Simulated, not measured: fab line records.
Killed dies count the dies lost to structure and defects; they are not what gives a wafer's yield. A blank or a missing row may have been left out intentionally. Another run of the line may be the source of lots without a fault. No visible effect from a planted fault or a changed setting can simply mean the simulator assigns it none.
Chamber matching ; flow n5 finfet ; N5_MIM_BOT_LITHO_DESCUM_10 on rie diel-04: 4 sister chambers
The step chemistry O2, time 7.9 s. 14 wafers are shown with their chamber, then 7 later ones without.

== WAFERS PAIRED WITH THEIR CHAMBERS ==
wafer;chamber;showerhead plenum p Torr (Torr);rf vpp V (V);oes product au (a.u.)
L951.1;3;1.96;242.0;0.67
L951.2;2;2.04;241.9;0.84
L951.3;0;1.96;242.8;0.68
L953.3;3;1.96;242.2;0.68
L953.4;3;1.96;240.4;0.67
L953.6;1;2.14;246.2;0.69
L958.1;3;1.96;242.3;0.67
L958.2;2;2.04;241.7;0.83
L958.5;0;1.96;241.4;0.67
L966.3;1;2.13;244.7;0.92
L966.4;2;2.03;242.4;0.81
L966.5;1;2.13;244.8;0.92
L968.1;1;2.13;243.4;0.91
L968.3;0;2.21;245.2;0.97

SIGNATURES (averages over the wafers above)
reading;chamber 0;chamber 1;chamber 2;chamber 3;scatter within a chamber
showerhead plenum p Torr;2.0433;2.1325;2.0367;1.9600;0.0647
rf vpp V;243.133;244.775;242.000;241.725;1.18
oes product au;0.7733;0.8600;0.8267;0.6725;0.0986
Rule: distance of a wafer from a chamber = root of the sum over the readings of ((wafer's reading minus chamber's mean) / reading's scatter) squared. If the next closest chamber is less than 2 further off than the closest, the wafer can't be placed; otherwise it belongs to the closest. The scatter is the square root of a quotient: the sum, over the shown wafers, of each reading's squared deviation from its chamber's mean, divided by wafers minus chambers.

== WAFERS WITH NO CHAMBER GIVEN ==
wafer;showerhead plenum p Torr (Torr);rf vpp V (V);oes product au (a.u.)
L968.4;2.03;242.4;0.78
L971.4;2.13;243.5;0.88
L971.5;2.21;245.2;0.93
L971.6;2.21;245.4;1.00
L973.1;2.21;243.6;0.93
L973.2;2.03;241.9;0.79
L973.4;2.21;244.8;0.98

== WHICH CHAMBER EACH ONE RAN IN ==
wafer;from the rows above;in truth
L968.4;can't be placed: 2 or 0 or 3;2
L971.4;can't be placed: 1 or 0 or 2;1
L971.5;1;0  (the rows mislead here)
L971.6;1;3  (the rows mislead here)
L973.1;can't be placed: 1 or 0 or 2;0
L973.2;can't be placed: 2 or 0 or 3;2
L973.4;can't be placed: 1 or 0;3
0 of 7 placed correctly. These rows do not allow placing 5 (true chamber among the candidates in 4). Wrongly placed: 2.
